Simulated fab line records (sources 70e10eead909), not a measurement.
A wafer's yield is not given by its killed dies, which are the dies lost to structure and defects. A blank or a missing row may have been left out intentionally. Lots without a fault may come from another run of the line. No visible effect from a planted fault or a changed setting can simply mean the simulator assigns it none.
A struck lot beside a sound one + flow nand harc + 39 out of 1159 route steps
Sound: wafers L760.1, L760.4, L760.5. The struck wafers were L756.3, L756.4, L756.6. The cause is given at the end.
Order at every step that has rows: each side's tool, ch and its chambers, its first start. Under that, the readings that differ: sound wafers + struck wafers + difference of the means + sigmas: that difference in standard deviations of wafers without a fault.
alike: readings with means less than 2 such deviations apart, plus words and numbers identical on both sides. not compared: withheld readings, readings lacking a value on some wafer, bounds such as >300 that could conceal the same value, and numbers that have no deviation in the record and whose values overlap.
A row with sigmas, a row that says differs or no value, or rows on one side alone: a step with any of these is where the two part. When numbers do not overlap yet have no deviation, they are printed without sigmas and do not part them. Lack of a reading on every wafer of one side parts them only where that side has two or more wafers.

NHARC_A_STAIRCASE_ETCH_19: etches the open film in C4F8/O2, target depth 100 nm, time 40.5 s.
  sound on rie diel-01 ch 0,1,2; struck on rie diel-01 ch 1,2,3
  alike: oes product au, rf vpp V
  not compared: rf hours counter h
then, 9 steps without rows for these wafers: NHARC_A_STAIRCASE_TRIM_20 (chemistry O2, time 211.2 s); NHARC_A_STAIRCASE_ETCH_21 (etches the open film in C4F8/O2, target depth 100 nm, time 40.5 s); NHARC_A_STAIRCASE_TRIM_22 (chemistry O2, time 211.2 s); NHARC_A_STAIRCASE_ETCH_23 (etches the open film in C4F8/O2, target depth 100 nm, time 40.5 s); NHARC_A_STAIRCASE_TRIM_24 (chemistry O2, time 211.2 s); NHARC_A_STAIRCASE_ETCH_25 (etches the open film in C4F8/O2, target depth 100 nm, time 40.5 s); NHARC_A_STAIRCASE_TRIM_26 (chemistry O2, time 211.2 s); NHARC_A_STAIRCASE_ETCH_27 (etches the open film in C4F8/O2, target depth 100 nm, time 40.5 s); NHARC_A_STAIRCASE_STRIP_175 (strips in O2).
NHARC_A_STAIRCASE_STRIP_148: strips in SPM, time 900 s.
  sound on wet bench-04 ch 3,4,5, day 14 16:13; struck on wet bench-09 ch 0,4,6, day 14 01:34
then, 11 steps without rows for these wafers: NHARC_A_STAIRCASE_PRECLEAN_149 (cleans in SC1); NHARC_A_STAIRCASE_SRD_150; NHARC_A_STAIRCASE_DEHYDRATE_176 (time 120 s); NHARC_A_STAIRCASE_HMDS_177 (time 30 s); NHARC_A_STAIRCASE_COAT_178; NHARC_A_STAIRCASE_SOFTBAKE_179 (time 170 s); NHARC_A_STAIRCASE_EBR_180; NHARC_A_STAIRCASE_EXPOSE_181 (exposes mask STAIR 2); NHARC_A_STAIRCASE_PEB_182 (peb time 130 s); NHARC_A_STAIRCASE_DEVELOP_183 (time 140 s); NHARC_A_STAIRCASE_HARDBAKE_185 (time 140 s).
NHARC_A_STAIRCASE_DESCUM_186: chemistry O2, time 3 s.
  sound on rie diel-08 ch 0,3, day 14 17:26; struck on rie diel-08 ch 1,2, day 14 02:44
| reading                | sound                | struck               | difference | sigmas |
|------------------------|----------------------|----------------------|------------|--------|
| throttle valve pct (%) | 11.327 11.318 11.315 | 11.290 11.312 11.294 | -0.021     | -2     |
  alike: drypump motor current A, oes product au, rf vpp V, showerhead plenum p Torr
  not compared: rf hours counter h
then, 1 step without rows for these wafers: NHARC_A_STAIRCASE_TRIM_187 (chemistry O2, time 211.2 s).
NHARC_A_STAIRCASE_ETCH_188: etches the open film in C4F8/O2, target depth 100 nm, time 40.5 s.
  sound on rie diel-08 ch 0,1; struck on rie diel-08 ch 0,2
  alike: oes product au, rf vpp V
  not compared: rf hours counter h
NHARC_A_STAIRCASE_TRIM_189: chemistry O2, time 211.2 s.
  sound on rie diel-08 ch 0,2,3; struck on rie diel-08 ch 2,3
  alike: drypump motor current A, oes product au, rf vpp V, showerhead plenum p Torr, throttle valve pct
  not compared: rf hours counter h
then, 1 step without rows for these wafers: NHARC_A_STAIRCASE_ETCH_190 (etches the open film in C4F8/O2, target depth 100 nm, time 40.5 s).
NHARC_A_STAIRCASE_TRIM_191: chemistry O2, time 211.2 s.
  sound on rie diel-08 ch 0,1,2; struck on rie diel-08 ch 1,2,3
  alike: drypump motor current A, oes product au, rf vpp V, showerhead plenum p Torr, throttle valve pct
  not compared: rf hours counter h
then, 10 steps without rows for these wafers: NHARC_A_STAIRCASE_ETCH_192 (etches the open film in C4F8/O2, target depth 100 nm, time 40.5 s); NHARC_A_STAIRCASE_TRIM_193 (chemistry O2, time 211.2 s); NHARC_A_STAIRCASE_ETCH_194 (etches the open film in C4F8/O2, target depth 100 nm, time 40.5 s); NHARC_A_STAIRCASE_TRIM_196 (chemistry O2, time 211.2 s); NHARC_A_STAIRCASE_ETCH_197 (etches the open film in C4F8/O2, target depth 100 nm, time 40.5 s); NHARC_A_STAIRCASE_TRIM_198 (chemistry O2, time 211.2 s); NHARC_A_STAIRCASE_ETCH_199 (etches the open film in C4F8/O2, target depth 100 nm, time 40.5 s); NHARC_A_STAIRCASE_TRIM_200 (chemistry O2, time 211.2 s); NHARC_A_STAIRCASE_ETCH_201 (etches the open film in C4F8/O2, target depth 100 nm, time 40.5 s); NHARC_A_STAIRCASE_TRIM_202 (chemistry O2, time 211.2 s).
-- record jumps: 8 days between struck wafers' starts before vs after; left off in module A_STAIRCASE, resumes in module END, first step shown is number 1159 of the route --
NHARC_END_SORT_01:
  the record has rows for the struck wafers here (prober-01 ch 0, day 22 13:07) and none for the sound ones

## WHERE THEY PART
Last at NHARC_END_SORT_01 as far as this record goes, first at NHARC_A_STAIRCASE_DESCUM_186.

WHY: what the simulator had put in
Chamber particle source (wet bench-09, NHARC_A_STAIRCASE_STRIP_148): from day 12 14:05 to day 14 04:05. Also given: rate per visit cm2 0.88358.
